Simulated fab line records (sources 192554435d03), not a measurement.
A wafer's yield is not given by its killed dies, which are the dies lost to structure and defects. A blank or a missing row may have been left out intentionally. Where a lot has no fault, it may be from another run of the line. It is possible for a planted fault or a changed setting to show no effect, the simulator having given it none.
Which tool did it?    flow n5Finfet    12 lots with 36 wafers sampled at 3 steps, on a route of 1938 steps

WHAT THE GAUGES SHOWED, per wafer
N5_BEOL_M1_OCD_MEAS_38.
lot   measured      on      trenchDepthNm (nm)
L075  day 6 19:26   ocd-01  56.7 56.5 56.5
L077  day 7 01:18   ocd-02  54.4 56.2 56.0
L079  day 7 11:46   ocd-01  55.1 55.1 54.9
L080  day 8 13:10   ocd-02  55.4 54.4 54.4
L083  day 8 16:12   ocd-02  55.9 55.5 55.2
L086  day 9 13:58   ocd-01  54.0 54.5 54.5
L087  day 9 22:36   ocd-02  55.2 54.5 54.1
L088  day 10 06:18  ocd-02  54.6 54.3 54.2
L091  day 10 19:50  ocd-01  56.5 54.5 55.6
L093  day 11 15:19  ocd-01  55.8 56.4 56.5
L095  day 12 04:52  ocd-02  54.6 55.4 54.3
L097  day 13 03:26  ocd-01  56.6 56.0 55.7

EACH LOT AND THE TOOL THAT RAN IT (in order: tool; ch and the chambers of the sampled wafers; start)
lot   N5_BEOL_M1_HM_DEP_02         N5_BEOL_M1_STRIP_97
L075  pvdSputter-02, day 6 09:11   rieDiel-02 ch 2,3, day 6 19:26 or earlier
L077  pvdSputter-03, day 6 19:25   rieDiel-02 ch 0,3, day 7 01:18 or earlier
L079  pvdSputter-01, day 7 07:17   rieDiel-06 ch 2,3, day 7 11:46 or earlier
L080  pvdSputter-01, day 7 22:22   rieDiel-06 ch 1,2, day 8 13:10 or earlier
L083  pvdSputter-01, day 8 11:32   rieDiel-02 ch 0,1,2, day 8 16:12 or earlier
L086  pvdSputter-02, day 9 03:01   rieDiel-06 ch 0,2, day 9 13:58 or earlier
L087  pvdSputter-03, day 9 13:41   rieDiel-06 ch 1,2,3, day 9 22:36 or earlier
L088  pvdSputter-01, day 9 22:20   rieDiel-05 ch 0,2,3, day 10 06:18 or earlier
L091  pvdSputter-03, day 10 07:23  rieDiel-02 ch 0,2,3, day 10 19:50 or earlier
L093  pvdSputter-02, day 11 01:15  rieDiel-02 ch 1,2,3, day 11 15:19 or earlier
L095  pvdSputter-03, day 11 09:50  rieDiel-06 ch 0,3, day 12 04:52 or earlier
L097  pvdSputter-03, day 12 15:31  rieDiel-02 ch 1,2, day 13 03:26 or earlier
- N5_BEOL_M1_HM_DEP_02: deposits TiN, target thk 20 nm.
- N5_BEOL_M1_STRIP_97: strips in N2/H2, time 10 s.

THE ANSWER, worked out from the rows above alone
Rule: what is usual is taken from the lots themselves. Put in order of their means at a reading, lots are off if they are a third of the lots or fewer, leave a main group of 4 or more, and stand apart from it by a gap of 3 or more times the standard deviation of the main group's means; of several such gaps the widest counts. If all means in a main group match to the digits the tables above print for the reading, that group is not used. A lot without any number at a reading at which 4 lots or more have one is off too. Where the step has rows for the other lots, those lots are counted as sound.
None of the lots is off at any reading shown; this tells nothing.

WHAT THE SIMULATOR HAD PUT IN
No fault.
